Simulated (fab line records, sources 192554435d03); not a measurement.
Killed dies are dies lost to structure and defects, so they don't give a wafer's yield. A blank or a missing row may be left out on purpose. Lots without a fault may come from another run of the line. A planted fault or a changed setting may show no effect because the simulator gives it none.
Which tool did it? | flow n5_finfet | 9 lots, 27 wafers sampled, at 6 steps of a route of 1938

WHAT THE GAUGES READ, wafer by wafer
N5_SD_EPI_N_EPI_MEAS_23. Usual: thk_nm 59.0 nm, standard deviation 1.1.
lot  | measured    | on            | thk_nm (nm)    | flag
L845 | day 4 11:53 | film_metro-02 | 59.3 60.0 59.5 |
L847 | day 5 00:22 | film_metro-01 | 58.5 61.4 58.7 |
L849 | day 5 17:59 | film_metro-01 | 60.0 60.2 59.2 |
L850 | day 5 22:04 | film_metro-02 | 59.1 57.8 59.7 |
L851 | day 5 23:07 | film_metro-02 | 59.2 58.2 58.8 |
L856 | day 7 10:25 | film_metro-02 | 59.1 59.3 60.1 |
L858 | day 7 20:24 | film_metro-02 | 59.7 59.0 59.7 |
L859 | day 8 00:45 | film_metro-02 | 58.2 60.1 60.2 |
L863 | day 8 23:21 | film_metro-02 | 60.0 58.4 57.5 |

N5_BEOL_M4_RC_MEAS_101. Usual: DIBL_N 36.0 mV/V, standard deviation 1.7; DIBL_P 35.8 mV/V, standard deviation 2; IOFF_N 0.15 nA/um, standard deviation 0.03; IOFF_P 0.20 nA/um, standard deviation 0.037; ION_N 670 uA/um, standard deviation 12; ION_P 460 uA/um, standard deviation 7.2; SS_N 71.5 mV/dec, standard deviation 0.68; SS_P 73.2 mV/dec, standard deviation 0.65; VT_N 250 mV, standard deviation 3.1; VT_P -251 mV, standard deviation 3.4.
lot  | measured     | on        | DIBL_N (mV/V)  | DIBL_P (mV/V)  | IOFF_N (nA/um) | IOFF_P (nA/um) | ION_N (uA/um) | ION_P (uA/um) | SS_N (mV/dec)  | SS_P (mV/dec)  | VT_N (mV)   | VT_P (mV)      | flag
L845 | day 9 08:49  | prober-02 | 33.1 35.5 34.2 | 33.7 36.5 35.5 | 0.12 0.16 0.14 | 0.15 0.18 0.18 | 662 666 682   | 454 449 469   | 71.1 71.8 71.3 | 73.2 73.2 72.5 | 252 248 251 | -255 -254 -255 |
L847 | day 9 17:07  | prober-01 | 35.7 35.9 37.4 | 36.3 36.5 38.2 | 0.16 0.15 0.19 | 0.19 0.20 0.23 | 681 674 689   | 459 467 471   | 71.7 72.2 73.0 | 72.8 74.3 73.7 | 247 252 248 | -252 -252 -251 |
L849 | day 10 15:08 | prober-02 | 36.1 35.6 36.9 | 34.8 35.0 34.9 | 0.18 0.16 0.18 | 0.23 0.23 0.23 | 668 691 671   | 458 471 458   | 71.5 71.1 72.4 | 73.4 73.6 73.5 | 247 248 250 | -249 -247 -247 |
L856 | day 12 02:13 | prober-01 | 36.8 33.2 35.1 | 35.9 33.4 33.8 | 0.17 0.12 0.14 | 0.19 0.16 0.16 | 682 677 665   | 462 466 451   | 71.5 70.2 71.2 | 73.5 72.4 73.3 | 247 252 254 | -251 -254 -257 |
L858 | day 12 10:33 | prober-01 | 37.5 34.2 33.3 | 38.7 34.3 33.9 | 0.19 0.12 0.11 | 0.21 0.15 0.14 | 678 670 655   | 456 455 443   | 72.3 71.8 71.4 | 73.8 73.0 72.8 | 251 255 255 | -252 -259 -259 |
L859 | day 13 02:10 | prober-01 | 35.0 36.0 36.9 | 35.2 35.9 37.6 | 0.14 0.16 0.17 | 0.21 0.21 0.24 | 677 683 690   | 466 461 470   | 70.9 71.0 71.8 | 73.5 73.1 73.5 | 249 250 250 | -249 -250 -246 |
L863 | day 14 05:07 | prober-02 | 36.1 32.9 36.1 | 37.4 33.9 37.3 | 0.16 0.12 0.16 | 0.21 0.17 0.20 | 685 672 681   | 467 457 460   | 71.8 70.4 71.1 | 73.0 72.3 73.9 | 251 252 249 | -252 -252 -253 |

WHICH TOOL RAN EACH LOT (tool, then ch and the chambers of the sampled wafers, then the start)
lot  | N5_SD_EPI_N_VAPOR_ETCH_50      | N5_SDB_HM_DEP_00               | N5_SDB_STRIP_21                   | N5_SDB_CMP_30
L845 | epi_rpcvd-03 ch 0, day 4 09:22 | pecvd-03 ch 0,1,2, day 5 00:41 | rie_diel-04 ch 0,1,2, day 5 01:19 | cmp-03 ch 0,1,3, day 5 04:46
L847 | epi_rpcvd-04 ch 0, day 4 21:52 | pecvd-03 ch 0,2, day 5 13:11   | rie_diel-03 ch 2,3, day 5 13:56   | cmp-03 ch 0,3, day 5 17:15
L849 | epi_rpcvd-03 ch 0, day 5 16:06 | pecvd-03 ch 0,1, day 6 06:17   | rie_diel-02 ch 0,1,2, day 6 08:49 | cmp-01 ch 2,3, day 6 13:25
L850 | epi_rpcvd-04 ch 0, day 5 20:11 | pecvd-03 ch 0,1,2, day 6 11:11 | rie_diel-03 ch 0,3, day 6 12:28   | cmp-03 ch 0,1,3, day 6 16:20
L851 | epi_rpcvd-03 ch 0, day 5 21:17 | pecvd-03 ch 1,2, day 6 11:26   | rie_diel-02 ch 0,3, day 6 12:29   | cmp-01 ch 1,2, day 6 16:31
L856 | epi_rpcvd-03 ch 0, day 7 08:34 | pecvd-03 ch 0,1,2, day 7 23:12 | rie_diel-02 ch 2,3, day 7 23:56   | cmp-03 ch 0,1,3, day 8 03:36
L858 | epi_rpcvd-02 ch 0, day 7 18:32 | pecvd-03 ch 0,1,2, day 8 10:58 | rie_diel-03 ch 0,1, day 8 12:01   | cmp-03 ch 0,1,3, day 8 15:23
L859 | epi_rpcvd-04 ch 0, day 7 22:56 | pecvd-01 ch 0,1,2, day 8 13:06 | rie_diel-02 ch 0,1,2, day 8 13:42 | cmp-03 ch 0,1,2, day 8 17:11
L863 | epi_rpcvd-02 ch 0, day 8 21:27 | pecvd-03 ch 0,1, day 9 12:29   | rie_diel-02 ch 0,1, day 9 13:11   | cmp-03 ch 2,3, day 9 16:34
- N5_SD_EPI_N_VAPOR_ETCH_50: etches Si in HCl, time 54 s.
- N5_SDB_HM_DEP_00: deposits SiNx from SiH4/NH3/N2, target thk 40 nm, time 35.3 s.
- N5_SDB_STRIP_21: strips in CF4.
- N5_SDB_CMP_30: polishes, stops on poly-Si, t overpolish 1.54 s, target thk 30 nm.

WHAT THE TOOLS THEMSELVES READ (means of the sampled wafers that have a number; where no wafer has one, the mark that the record gives instead)
N5_SD_EPI_N_VAPOR_ETCH_50. Usual: throttle_valve_pct 12.03 %, standard deviation 0.16.
lot  | tool         | throttle_valve_pct (%) | flag
L845 | epi_rpcvd-03 | 12.14                  |
L847 | epi_rpcvd-04 | 11.97                  |
L849 | epi_rpcvd-03 | 12.16                  |
L850 | epi_rpcvd-04 | 12.11                  |
L851 | epi_rpcvd-03 | 12.01                  |
L856 | epi_rpcvd-03 | 12.12                  |
L858 | epi_rpcvd-02 | 12.00                  |
L859 | epi_rpcvd-04 | 11.96                  |
L863 | epi_rpcvd-02 | 11.91                  |

N5_SDB_HM_DEP_00. Usual: chamber_pressure_Torr 1.500 Torr, standard deviation 0.0032; heater_power_outer_w 458 W, standard deviation 49; heater_power_w 735 W, standard deviation 87; showerhead_plenum_p_Torr 5.14 Torr, standard deviation 0.076; throttle_valve_pct 39.8 %, standard deviation 1.6.
lot  | tool     | chamber_pressure_Torr (Torr) | heater_power_outer_w (W) | heater_power_w (W) | showerhead_plenum_p_Torr (Torr) | throttle_valve_pct (%) | flag
L845 | pecvd-03 | 1.501                        | 434                      | 672                | 5.20                            | 39.9                   |
L847 | pecvd-03 | 1.500                        | 451                      | 678                | 5.19                            | 39.8                   |
L849 | pecvd-03 | 1.500                        | 469                      | 732                | 5.18                            | 41.1                   |
L850 | pecvd-03 | -                            | -                        | -                  | -                               | -                      | OFF
L851 | pecvd-03 | -                            | -                        | -                  | -                               | -                      | OFF
L856 | pecvd-03 | 1.494                        | 460                      | 711                | 5.20                            | 40.1                   |
L858 | pecvd-03 | 1.501                        | 465                      | 724                | 5.20                            | 40.3                   |
L859 | pecvd-01 | 1.499                        | 468                      | 762                | 5.04                            | 39.5                   |
L863 | pecvd-03 | 1.503                        | 421                      | 669                | 5.19                            | 41.3                   |

N5_SDB_STRIP_21. Usual: chamber_pressure_mTorr 50.00 mTorr, standard deviation 0.047; drypump_motor_current_A 5.8 A, standard deviation 0.43; oes_product_au 0.78 a.u., standard deviation 0.09; rf_vpp_V 271.1 V, standard deviation 1.4; showerhead_plenum_p_Torr 1.79 Torr, standard deviation 0.056; throttle_valve_pct 13.52 %, standard deviation 0.2.
lot  | tool        | chamber_pressure_mTorr (mTorr) | drypump_motor_current_A (A) | oes_product_au (a.u.) | rf_vpp_V (V) | showerhead_plenum_p_Torr (Torr) | throttle_valve_pct (%) | flag
L845 | rie_diel-04 | 50.01                          | 5.8                         | 0.82                  | 270.8        | 1.85                            | 13.44                  |
L847 | rie_diel-03 | 49.97                          | 5.2                         | 0.76                  | 271.7        | 1.78                            | 13.69                  |
L849 | rie_diel-02 | 50.02                          | 5.8                         | 0.78                  | 271.0        | 1.75                            | 13.53                  |
L850 | rie_diel-03 | 50.02                          | 5.8                         | 0.74                  | 270.7        | 1.79                            | 13.73                  |
L851 | rie_diel-02 | 50.02                          | 6.2                         | 0.78                  | 271.3        | 1.84                            | 13.35                  |
L856 | rie_diel-02 | 49.97                          | 6.0                         | 0.73                  | 270.4        | 1.75                            | 13.53                  |
L858 | rie_diel-03 | 49.99                          | 5.9                         | 0.92                  | 271.4        | 1.79                            | 13.28                  |
L859 | rie_diel-02 | 50.05                          | 5.8                         | 0.76                  | 270.2        | 1.74                            | 13.58                  |
L863 | rie_diel-02 | 50.02                          | 5.8                         | 0.79                  | 270.9        | 1.78                            | 13.52                  |

N5_SDB_CMP_30. Usual: motor_current_A 11.8 A, standard deviation 1.1; platen_rpm 51.80 rpm, standard deviation 0.035; time_to_endpoint_s 16.8 s, standard deviation 2.2.
lot  | tool   | motor_current_A (A) | platen_rpm (rpm) | time_to_endpoint_s (s) | flag
L845 | cmp-03 | 12.5                | 51.80            | 16.8                   |
L847 | cmp-03 | 11.4                | 51.82            | 12.3                   |
L849 | cmp-01 | 12.1                | 51.79            | 16.6                   |
L850 | cmp-03 | 11.6                | 51.77            | 7.6                    | OFF
L851 | cmp-01 | 13.0                | 51.78            | 10.5                   |
L856 | cmp-03 | 12.1                | 51.81            | 17.0                   |
L858 | cmp-03 | 12.2                | 51.81            | 15.4                   |
L859 | cmp-03 | 12.0                | 51.76            | 16.9                   |
L863 | cmp-03 | 11.0                | 51.81            | 17.9                   |

THE ANSWER, worked out from the rows above alone
Rule: a lot is off if the mean of its wafers that have a number lies more than 3 standard deviations from the usual mean. A lot without any number at a reading at which 4 lots or more have one is off too. The other lots that the step has rows for count as sound. The gauges are gone through in route order, then the tools' own readings, and for those a lot's mean is taken as printed above. The first step at which some lot is off is used, and at that step the reading that is off furthest; a lot without a number counts as furthest.
Off: L850, L851, at N5_SDB_HM_DEP_00 (chamber_pressure_Torr). Without a number there: L850, L851.
A tool fits if, at that step or a process step before it, it ran every lot that is off, and no sound lot after the first of them. None of those tried fits.

WHAT THE SIMULATOR HAD PUT IN
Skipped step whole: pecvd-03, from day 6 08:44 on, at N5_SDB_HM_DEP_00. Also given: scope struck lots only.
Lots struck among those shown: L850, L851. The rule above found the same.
